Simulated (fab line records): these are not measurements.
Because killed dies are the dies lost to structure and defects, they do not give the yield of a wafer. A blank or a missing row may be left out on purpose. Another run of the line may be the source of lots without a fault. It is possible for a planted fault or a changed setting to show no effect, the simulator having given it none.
The tool behind it: which one? / flow n5 finfet / 11 lots with 33 wafers sampled at 2 steps, on a route of 1938 steps

== WHAT THE GAUGES READ, wafer by wafer ==
N5_BEOL_M6_CD_MEAS_35: target cd 40 nm, target cd y 28 nm.
lot=L332; measured=day 8 18:45; on=cd sem-02; cd nm (nm)=38.9 38.8 39.2
lot=L333; measured=day 8 18:50; on=cd sem-01; cd nm (nm)=40.1 39.9 41.0
lot=L338; measured=day 9 17:20; on=cd sem-03; cd nm (nm)=40.2 40.2 40.3
lot=L337; measured=day 9 19:28; on=cd sem-01; cd nm (nm)=41.1 41.4 40.8
lot=L339; measured=day 9 22:23; on=cd sem-01; cd nm (nm)=39.7 39.3 40.4
lot=L340; measured=day 10 04:28; on=cd sem-01; cd nm (nm)=40.5 40.2 39.9
lot=L351; measured=day 13 03:17; on=cd sem-02; cd nm (nm)=40.4 41.4 40.4
lot=L350; measured=day 13 10:52; on=cd sem-02; cd nm (nm)=39.6 39.1 39.9
lot=L352; measured=day 13 17:52; on=cd sem-03; cd nm (nm)=39.6 39.6 39.5
lot=L354; measured=day 14 23:04; on=cd sem-02; cd nm (nm)=40.3 41.0 40.4
lot=L355; measured=day 14 23:13; on=cd sem-01; cd nm (nm)=40.1 40.0 39.9

== EACH LOT AND THE TOOL THAT RAN IT (in order: tool; ch and the chambers of the sampled wafers; start) ==
lot=L332; N5_BEOL_M6_STRIP_80=rie diel-02 ch 1,2, day 8 18:45 or earlier
lot=L333; N5_BEOL_M6_STRIP_80=rie diel-03 ch 1,2,3, day 8 18:50 or earlier
lot=L338; N5_BEOL_M6_STRIP_80=rie diel-03 ch 1,2, day 9 17:20 or earlier
lot=L337; N5_BEOL_M6_STRIP_80=rie diel-01 ch 1,3, day 9 19:28 or earlier
lot=L339; N5_BEOL_M6_STRIP_80=rie diel-03 ch 0,2, day 9 22:23 or earlier
lot=L340; N5_BEOL_M6_STRIP_80=rie diel-02 ch 0,2, day 10 04:28 or earlier
lot=L351; N5_BEOL_M6_STRIP_80=rie diel-03 ch 0,1,2, day 13 03:17 or earlier
lot=L350; N5_BEOL_M6_STRIP_80=rie diel-02 ch 1,2, day 13 10:52 or earlier
lot=L352; N5_BEOL_M6_STRIP_80=rie diel-03 ch 2,3, day 13 17:52 or earlier
lot=L354; N5_BEOL_M6_STRIP_80=rie diel-01 ch 0,1,2, day 14 23:04 or earlier
lot=L355; N5_BEOL_M6_STRIP_80=rie diel-03 ch 1,3, day 14 23:13 or earlier
- N5_BEOL_M6_STRIP_80: strips in N2/H2, time 10 s.

== THE ANSWER, worked out from the rows above alone ==
Rule: what is usual is taken from the lots themselves. The widest of any qualifying gaps counts: lots, ordered by their means at a reading, are off when they make up no more than a third of the lots, leave a main group of 4 or more, and stand apart from it by 3 or more times the standard deviation of that group's means. If all means in a main group match to the digits the tables above print for the reading, that group is not used. A lot without any number at a reading at which 4 lots or more have one is off too. Any other lot the step has rows for is counted as sound.
Nothing can be told from this: no lot is off at any reading shown.

== WHAT THE SIMULATOR HAD INSERTED ==
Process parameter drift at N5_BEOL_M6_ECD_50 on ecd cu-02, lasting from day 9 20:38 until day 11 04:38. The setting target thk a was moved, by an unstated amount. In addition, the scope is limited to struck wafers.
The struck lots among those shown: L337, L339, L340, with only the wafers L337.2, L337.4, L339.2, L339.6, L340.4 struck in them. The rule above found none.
